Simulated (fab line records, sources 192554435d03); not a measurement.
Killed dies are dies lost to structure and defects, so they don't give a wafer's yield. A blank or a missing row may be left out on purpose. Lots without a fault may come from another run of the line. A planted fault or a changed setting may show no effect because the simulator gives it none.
fab line records | flow n5_finfet
record lots=7 wafers=21
route steps=1938 shown BEOL_M10@1474 BEOL_M11@1565 BEOL_M12@1623 BEOL_M13@1685
start_h: hours from the record's first day to the start of the lot's first wafer shown | wait_h: hours since the lot's step before | " the same as in the row above | L1.1+2: a row that stands for several wafers | - no value, or no start given | * or withheld: withheld | < > ~ a bound
route shown NAME@n: a module of which the file shows steps, and the number in the route of the first | usual: mean/standard deviation of fault-free wafers | same: alike in all rows | chamber/n: place in a boat | sites: the reading at each site | _std_site: their standard deviation | _edge_site: outer sites' mean less inner sites' | radius_mm: how far each site lies from the wafer's centre | mask NAME#n: copy n | behind: the tool/chamber that last shaped the wafer | hold: why the lot was held/for how many hours/how that ended | device: the transistor (n, p or np) that didn't switch | end of line: the same wafers' tests at the end of the route | a step without rows: its recipe alone | killed: dies lost to structure and defects at the first sort, not the wafer's yield | map: a wafer's dies, x killed, . not, _ none there
set.NAME: the setting as run; set.NAME@STEP: as run at that earlier step | model.NAME: the simulator's own value behind a step, which no gauge read
lots whose settings were changed on purpose; a table a step, a row a wafer
## steps
# step N5_BEOL_M10_HM_DEP_02
# recipe material=TiN target_thk_a=200 temp_c=25 chamber_pressure_pa=0.49996
# columns lot.wafer tool chamber start_h wait_h set.target_thk_a model.TiN_of_BEOL_M10_HM_DEP_02.thk_nm
L075.1 pvd_sputter-02 - 195.55 0.4 200 19.6
L075.2 " - " " 200 20
L075.5 " - " " 200 19.8
L082.1 pvd_sputter-02 - 295.85 1.2 191.8 19.4
L082.3 " - " " 200 20.6
L082.4 " - " " 200 19.8
L080.1 pvd_sputter-01 - 299.34 2.0 200 19.6
L080.5 " - " " 186.8 18.6
L080.6 " - " " 186.8 18.8
L085.1 pvd_sputter-01 - 299.64 1.6 200 19.8
L085.5+6 " - " " 200 20.2
L084.1 pvd_sputter-03 - 305.86 0.8 212 21
L084.2 " - " " 212 21.4
L084.4 " - " " 200 20.2
L089.3 pvd_sputter-03 - 317.95 1.2 200 20
L089.4 " - " " 200 19.8
L089.6 " - " " 180.4 17.6
L094.1 pvd_sputter-03 - 342.86 1.9 200 20
L094.4 " - " " 218.7 22
L094.6 " - " " 200 20.2
# step N5_BEOL_M10_COAT_59
# recipe resist=SOC temp_c=250 time_s=60 spin_rpm=1500 resist_thk_nm=100
# step N5_BEOL_M10_COAT_60
# recipe resist=SiARC temp_c=220 time_s=60 spin_rpm=1500 resist_thk_nm=30
# step N5_BEOL_M10_STRIP_68
# recipe chemistry=N2/H2 temp_c=40 n2_flow_sccm=200 h2_flow_sccm=200 rf_frequency_hz=6e+07
# step N5_BEOL_M10_STRIP_67
# recipe chemistry=CF4 resist=SiARC power_w=300 bias_power_w=75 pressure_mtorr=50 cf4_flow_sccm=150 rf_frequency_hz=6e+07
# step N5_BEOL_M10_HM_OPEN_17
# recipe chemistry=Cl2/BCl3 target_depth_a=200 overetch_a=60 target=TiN mask_material=SOC ion_energy_ev=150 pressure_mtorr=10 icp_w=1000 bias_w=126 Cl2_flow_sccm=53.25 bcl3_flow_sccm=21.75 Ar_flow_sccm=25
# columns lot.wafer tool chamber start_h wait_h set.target_thk_a@BEOL_M10_HM_DEP_02 model.etch.depth_nm
L075.1 rie_metal-01 1 196.73 0.0 200 19.68
L075.2 " 0 " " 200 19.91
L075.5 " 0 " " 200 19.78
L082.1 rie_metal-03 0 296.71 0.0 191.8 19.46
L082.3 " 0 " " 200 20.52
L082.4 " 1 " " 200 19.85
L080.1 rie_metal-03 1 300.63 0.0 200 19.67
L080.5 " 0 " " 186.8 18.56
L080.6 " 1 " " 186.8 18.71
L085.1 rie_metal-01 1 301.18 0.0 200 19.72
L085.5 " 0 " " 200 20.14
L085.6 " 1 " " 200 20.15
L084.1 rie_metal-01 1 306.60 0.0 212 21.07
L084.2 " 0 " " 212 21.44
L084.4 " 0 " " 200 20.17
L089.3 rie_metal-01 1 318.77 0.1 200 19.96
L089.4 " 0 " " 200 19.73
L089.6 " 1 " " 180.4 17.7
L094.1 rie_metal-02 0 343.72 0.0 200 20.07
L094.4 " 0 " " 218.7 21.99
L094.6 " 0 " " 200 20.22
# step N5_BEOL_M11_EXPOSE_25
# recipe mask_id=V10 na=1.35 source_shape=annular sigma_inner=0.5 sigma_outer=0.8 polarization=unpolarized dose_mj=85.5
# columns lot.wafer tool chamber start_h wait_h mask set.dose_mj
L075.1+2+5 arfi_scanner-01 0 202.39 - V10#0 85.5
L082.1+3+4 arfi_scanner-01 0 304.70 - V10#0 85.5
L085.1+5+6 arfi_scanner-02 0 313.13 - V10#0 89.3
L080.1+6 arfi_scanner-01 0 313.35 - V10#0 85.5
L080.5 " 0 " " V10#0 79.21
L084.1 arfi_scanner-02 0 317.24 - V10#0 87.28
L084.2+4 " 0 " " V10#0 85.5
L089.3 arfi_scanner-01 0 328.01 - V10#0 90.37
L089.4+6 " 0 " " V10#0 85.5
L094.1 arfi_scanner-01 0 358.95 - V10#0 82.71
L094.4+6 " 0 " " V10#0 85.5
# step N5_BEOL_M11_PEB_26
# recipe peb_temp_c=withheld peb_time_s=60 resist=CAR-ArF
# step N5_BEOL_M11_DEVELOP_27
# recipe develop_time_s=30 developer=TMAH resist=CAR-ArF rinse_liquid=diw dry=air_spin dev_temp_c=23
# step N5_BEOL_M11_CD_MEAS_28
# recipe target_cd_nm=70 landing_energy_ev=500 detector=se_inlens polarity=opening
# usual cd_nm=69.9/1
# columns lot.wafer tool chamber start_h wait_h set.dose_mj@BEOL_M11_EXPOSE_25 cd_nm
L075.1 cd_sem-01 0 202.52 - 85.5 69.2
L075.2 " 0 " " 85.5 69.3
L075.5 " 0 " " 85.5 70.2
L082.1 cd_sem-03 0 304.84 - 85.5 70.9
L082.3 " 0 " " 85.5 71.0
L082.4 " 0 " " 85.5 69.0
L085.1 cd_sem-01 0 313.27 - 89.3 72.7
L085.5 " 0 " " 89.3 75.2
L085.6 " 0 " " 89.3 72.5
L080.1 cd_sem-02 0 313.48 - 85.5 67.8
L080.5 " 0 " " 79.21 61.6
L080.6 " 0 " " 85.5 68.6
L084.1 cd_sem-02 0 317.38 - 87.28 72.0
L084.2 " 0 " " 85.5 68.6
L084.4 " 0 " " 85.5 70.2
L089.3 cd_sem-01 0 328.13 - 90.37 73.6
L089.4 " 0 " " 85.5 69.8
L089.6 " 0 " " 85.5 68.5
L094.1 cd_sem-01 0 359.08 - 82.71 68.1
L094.4 " 0 " " 85.5 71.5
L094.6 " 0 " " 85.5 70.9
# step N5_BEOL_M11_ETCH_66
# recipe chemistry=N2/H2 target=SOC target_depth_a=1200 overetch_a=240 mask_material=SiARC temp_c=40 time_s=180 ion_energy_ev=200 pressure_mtorr=30 source_w=840 bias_w=150 n2_flow_sccm=200 h2_flow_sccm=200
# columns lot.wafer tool chamber start_h wait_h set.time_s model.SiARC_of_BEOL_M11_COAT_64.thk_nm
L075.1+5 rie_diel-06 1,2 202.69 0.0 180 22.4
L075.2 " 3 " " 180 22.6
L082.1+4 rie_diel-01 3,2 305.05 0.1 216 21.4
L082.3 " 3 " " 180 23
L085.1 rie_diel-06 3 313.44 0.0 154.9 23.6
L085.5 " 0 " " 154.9 23.2
L085.6 " 1 " " 180 22.4
L080.1 rie_diel-01 0 313.96 0.0 165.9 23.4
L080.5 " 1 " " 165.9 23.6
L080.6 " 3 " " 180 22.8
L084.1 rie_diel-01 1 317.82 0.0 180 23.2
L084.2+4 " 0 " " 194 22.2
L089.3 rie_diel-06 3 328.30 0.0 180 22.6
L089.4 " 1 " " 164.6 23
L089.6 " 3 " " 164.6 23.2
L094.1 rie_diel-01 3 359.79 0.0 180 22.8
L094.4 " 1 " " 201 22.2
L094.6 " 0 " " 201 21.8
# step N5_BEOL_M12_COAT_65
# recipe resist=SOC temp_c=250 time_s=60 spin_rpm=1500 resist_thk_nm=300
# columns lot.wafer tool chamber start_h wait_h set.spin_rpm model.SOC_of_BEOL_M12_COAT_65.thk_nm
L075.1 litho_track-01 0 206.71 0.0 1500 300.4
L075.2 " 0 " " 1500 300.8
L075.5 " 0 " " 1500 301.4
L082.1 litho_track-03 0 312.72 0.0 1500 299.8
L082.3 " 0 " " 1500 300.2
L082.4 " 0 " " 1500 299.6
L085.1 litho_track-02 0 317.60 0.0 1500 300.8
L085.5 " 0 " " 1594 291.6
L085.6 " 0 " " 1594 291.2
L080.1 litho_track-02 0 318.71 0.0 1500 302.6
L080.5+6 " 0 " " 1500 302.2
L084.1 litho_track-02 0 322.76 0.0 1585 291.8
L084.2 " 0 " " 1500 300
L084.4 " 0 " " 1500 300.4
L089.3 litho_track-01 0 332.11 0.0 1595 290.6
L089.4 " 0 " " 1500 299
L089.6 " 0 " " 1595 290.2
L094.1 litho_track-03 0 363.54 0.0 1621 288
L094.4 " 0 " " 1621 288.2
L094.6 " 0 " " 1500 299.6
# step N5_BEOL_M12_COAT_66
# recipe resist=SiARC temp_c=220 time_s=60 spin_rpm=1500 resist_thk_nm=110
# columns lot.wafer tool chamber start_h wait_h set.spin_rpm model.SiARC_of_BEOL_M12_COAT_66.thk_nm
L075.1 litho_track-01 0 - - 1500 110.2
L075.2+5 " 0 " " 1500 110.4
L082.1+3 litho_track-03 0 - - 1500 110.4
L082.4 " 0 " " 1625 105.6
L085.1+6 litho_track-02 0 - - 1354 116.2
L085.5 " 0 " " 1500 110.4
L080.1 litho_track-02 0 - - 1500 110.6
L080.5 " 0 " " 1500 110.4
L080.6 " 0 " " 1375 115.2
L084.1 litho_track-02 0 - - 1646 105.2
L084.2 " 0 " " 1646 104.8
L084.4 " 0 " " 1500 109.8
L089.3 litho_track-01 0 - - 1638 105.2
L089.4 " 0 " " 1500 110
L089.6 " 0 " " 1638 105.4
L094.1 litho_track-03 0 - - 1500 109.8
L094.4+6 " 0 " " 1500 109.6
# step N5_BEOL_M12_COAT_22
# recipe spin_rpm=2888 resist_thk_nm=300
# step N5_BEOL_M12_EBR_24
# recipe solvent=PGMEA ebr_width_mm=1.5
# step N5_BEOL_M12_DESCUM_33
# recipe chemistry=O2 time_s=7.9 source_power_w=50 bias_power_w=20 pressure_mtorr=20 rf_frequency_hz=2.712e+07 temp_c=40 o2_flow_sccm=225
# step N5_BEOL_M12_ETCH_67
# recipe chemistry=CF4 target=SiARC target_depth_a=1430 time_s=238.3 ion_energy_ev=80 pressure_mtorr=40 source_w=545 bias_w=36 Ar_flow_sccm=100 cf4_flow_sccm=100 ends=cleared
# columns lot.wafer tool chamber start_h wait_h set.spin_rpm@BEOL_M12_COAT_66 model.etch.depth_nm model.coat_of_BEOL_M12_COAT_22.thk_nm
L075.1 rie_diel-05 2 207.28 0.0 1500 110.2 210.6
L075.2 " 3 " " 1500 110.4 211.2
L075.5 " 3 " " 1500 110.4 210.6
L082.1 rie_diel-05 2 313.26 0.0 1500 110.5 210.8
L082.3 " 3 " " 1500 110.4 211.4
L082.4 " 0 " " 1625 105.7 213.6
L085.1 rie_diel-04 2 318.01 0.0 1354 116.1 208
L085.5 " 2 " " 1500 110.4 211
L085.6 " 1 " " 1354 116.1 208.2
L080.1 rie_diel-05 2 319.21 0.0 1500 110.6 211.8
L080.5 " 3 " " 1500 110.5 212
L080.6 " 0 " " 1375 115.2 208.6
L084.1 rie_diel-03 0 323.30 0.0 1646 105.2 215
L084.2 " 1 " " 1646 104.9 214.8
L084.4 " 3 " " 1500 109.9 212
L089.3 rie_diel-03 3 332.65 0.0 1638 105.2 213.8
L089.4 " 1 " " 1500 110 211
L089.6 " 3 " " 1638 105.4 213.6
L094.1 rie_diel-04 3 364.12 0.0 1500 109.7 210.4
L094.4 " 3 " " 1500 109.6 210.2
L094.6 " 2 " " 1500 109.5 212
# step N5_BEOL_M12_ETCH_68
# recipe chemistry=N2/H2 target=SOC mask_material=SiARC source_w=3000 bias_w=350 temp_c=40 time_s=285 ion_energy_ev=200 pressure_mtorr=30 n2_flow_sccm=200 h2_flow_sccm=200
# columns lot.wafer tool chamber start_h wait_h set.spin_rpm@BEOL_M12_COAT_66 model.SiARC_of_BEOL_M12_COAT_66.thk_nm
L075.1+2 rie_diel-05 2,3 207.42 0.1 1500 85.4
L075.5 " 3 " " 1500 85.6
L082.1 rie_diel-05 2 313.41 0.1 1500 85.8
L082.3 " 3 " " 1500 85.2
L082.4 " 0 " " 1625 82
L085.1 rie_diel-04 2 318.16 0.1 1354 92.2
L085.5 " 2 " " 1500 86.4
L085.6 " 1 " " 1354 92.6
L080.1 rie_diel-05 2 319.36 0.1 1500 86
L080.5 " 3 " " 1500 85.4
L080.6 " 0 " " 1375 91.8
L084.1+2 rie_diel-03 0,1 323.44 0.1 1646 80.6
L084.4 " 3 " " 1500 85.6
L089.3 rie_diel-03 3 332.79 0.1 1638 81
L089.4 " 1 " " 1500 85.8
L089.6 " 3 " " 1638 81.4
L094.1 rie_diel-04 3 364.26 0.1 1500 85.4
L094.4 " 3 " " 1500 85.2
L094.6 " 2 " " 1500 85.8
# step N5_BEOL_M13_EXPOSE_25
# recipe mask_id=M13 na=0.93 source_shape=conventional sigma_outer=0.4 polarization=unpolarized target_cd_nm=210 dose_mj=22
# columns lot.wafer tool chamber start_h wait_h mask set.dose_mj
L075.1+2+5 krf_scanner-01 0 211.11 - M13#0 22
L082.1 krf_scanner-01 0 316.93 - M13#0 22
L082.3+4 " 0 " " M13#0 23.16
L085.1+5+6 krf_scanner-02 0 322.06 - M13#0 22
L080.1+6 krf_scanner-01 0 324.13 - M13#0 20.76
L080.5 " 0 " " M13#0 22
L084.1 krf_scanner-02 0 333.87 - M13#0 20.89
L084.2+4 " 0 " " M13#0 22
L089.3 krf_scanner-01 0 342.08 - M13#0 22.43
L089.4+6 " 0 " " M13#0 22
L094.1+6 krf_scanner-02 0 375.48 - M13#0 22
L094.4 " 0 " " M13#0 22.83
# step N5_BEOL_M13_PEB_26
# recipe peb_temp_c=130 peb_time_s=90
# step N5_BEOL_M13_DEVELOP_27
# recipe develop_time_s=45 rinse_liquid=diw dry=air_spin dev_temp_c=21
# step N5_BEOL_M13_HARDBAKE_32
# recipe temp_c=130 time_s=120
# step N5_BEOL_M13_CD_MEAS_28
# recipe target_cd_nm=209.5 landing_energy_ev=500 detector=se_inlens
# usual cd_nm=210.0/1.2
# columns lot.wafer tool chamber start_h wait_h set.dose_mj@BEOL_M13_EXPOSE_25 cd_nm
L075.1 cd_sem-03 0 211.28 - 22 210.7
L075.2 " 0 " " 22 208.1
L075.5 " 0 " " 22 208.2
L082.1 cd_sem-01 0 317.10 - 22 210.2
L082.3 " 0 " " 23.16 213.8
L082.4 " 0 " " 23.16 213.3
L085.1 cd_sem-02 0 322.23 - 22 208.9
L085.5 " 0 " " 22 210.1
L085.6 " 0 " " 22 209.8
L080.1 cd_sem-02 0 324.31 - 20.76 202.6
L080.5 " 0 " " 22 208.2
L080.6 " 0 " " 20.76 203.7
L084.1 cd_sem-03 0 334.05 - 20.89 204.5
L084.2 " 0 " " 22 212.5
L084.4 " 0 " " 22 209.7
L089.3 cd_sem-03 0 342.25 - 22.43 212.2
L089.4 " 0 " " 22 211.4
L089.6 " 0 " " 22 208.9
L094.1 cd_sem-02 0 375.65 - 22 210.7
L094.4 " 0 " " 22.83 215.7
L094.6 " 0 " " 22 211.1
# step N5_BEOL_M13_DESCUM_33
# recipe chemistry=O2 time_s=7.9 source_power_w=50 bias_power_w=20 pressure_mtorr=20 rf_frequency_hz=2.712e+07 temp_c=40 o2_flow_sccm=225
# columns lot.wafer tool chamber start_h wait_h set.dose_mj@BEOL_M13_EXPOSE_25 model.BEOL_M13.cd_nm
L075.1 rie_diel-06 0 211.37 0.0 22 210.8
L075.2 " 2 " " 22 208
L075.5 " 0 " " 22 208.2
L082.1 rie_diel-01 3 317.19 0.0 22 209.8
L082.3 " 0 " " 23.16 213.6
L082.4 " 3 " " 23.16 213.2
L085.1 rie_diel-01 0 322.32 0.0 22 208.8
L085.5 " 3 " " 22 210.4
L085.6 " 0 " " 22 209.4
L080.1 rie_diel-06 1 324.58 0.2 20.76 202.6
L080.5 " 1 " " 22 208.2
L080.6 " 3 " " 20.76 203.6
L084.1 rie_diel-06 0 334.13 0.0 20.89 204.6
L084.2 " 1 " " 22 212.6
L084.4 " 1 " " 22 209.8
L089.3 rie_diel-02 1 342.84 0.5 22.43 212.6
L089.4 " 3 " " 22 211.4
L089.6 " 1 " " 22 208.8
L094.1 rie_diel-01 2 375.84 0.1 22 210.2
L094.4 " 1 " " 22.83 215.8
L094.6 " 2 " " 22 211.2
## key
split step=N5_BEOL_M10_HM_DEP_02 setting=target_thk_a stated=200 by=wafer
response step=N5_BEOL_M10_HM_DEP_02 reading=model.TiN_of_BEOL_M10_HM_DEP_02.thk_nm change=+0.198 per=1% r=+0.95
response step=N5_BEOL_M10_HM_OPEN_17 reading=model.etch.depth_nm change=+0.195 per=1% r=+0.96
split step=N5_BEOL_M11_EXPOSE_25 setting=dose_mj stated=85.5 by=wafer
response step=N5_BEOL_M11_CD_MEAS_28 reading=cd_nm change=+0.882 per=1% r=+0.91
split step=N5_BEOL_M11_ETCH_66 setting=time_s stated=180 by=wafer
response step=N5_BEOL_M11_ETCH_66 reading=model.SiARC_of_BEOL_M11_COAT_64.thk_nm change=-0.0787 per=1% r=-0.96
split step=N5_BEOL_M12_COAT_65 setting=spin_rpm stated=1500 by=wafer
response step=N5_BEOL_M12_COAT_65 reading=model.SOC_of_BEOL_M12_COAT_65.thk_nm change=-1.44 per=1% r=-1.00
split step=N5_BEOL_M12_COAT_66 setting=spin_rpm stated=1500 by=wafer
response step=N5_BEOL_M12_COAT_66 reading=model.SiARC_of_BEOL_M12_COAT_66.thk_nm change=-0.546 per=1% r=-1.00
response step=N5_BEOL_M12_ETCH_67 reading=model.etch.depth_nm change=-0.546 per=1% r=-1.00
response step=N5_BEOL_M12_ETCH_67 reading=model.coat_of_BEOL_M12_COAT_22.thk_nm change=+0.314 per=1% r=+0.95
response step=N5_BEOL_M12_ETCH_68 reading=model.SiARC_of_BEOL_M12_COAT_66.thk_nm change=-0.555 per=1% r=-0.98
split step=N5_BEOL_M13_EXPOSE_25 setting=dose_mj stated=22 by=wafer
response step=N5_BEOL_M13_CD_MEAS_28 reading=cd_nm change=+0.991 per=1% r=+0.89
response step=N5_BEOL_M13_DESCUM_33 reading=model.BEOL_M13.cd_nm change=+1.02 per=1% r=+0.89
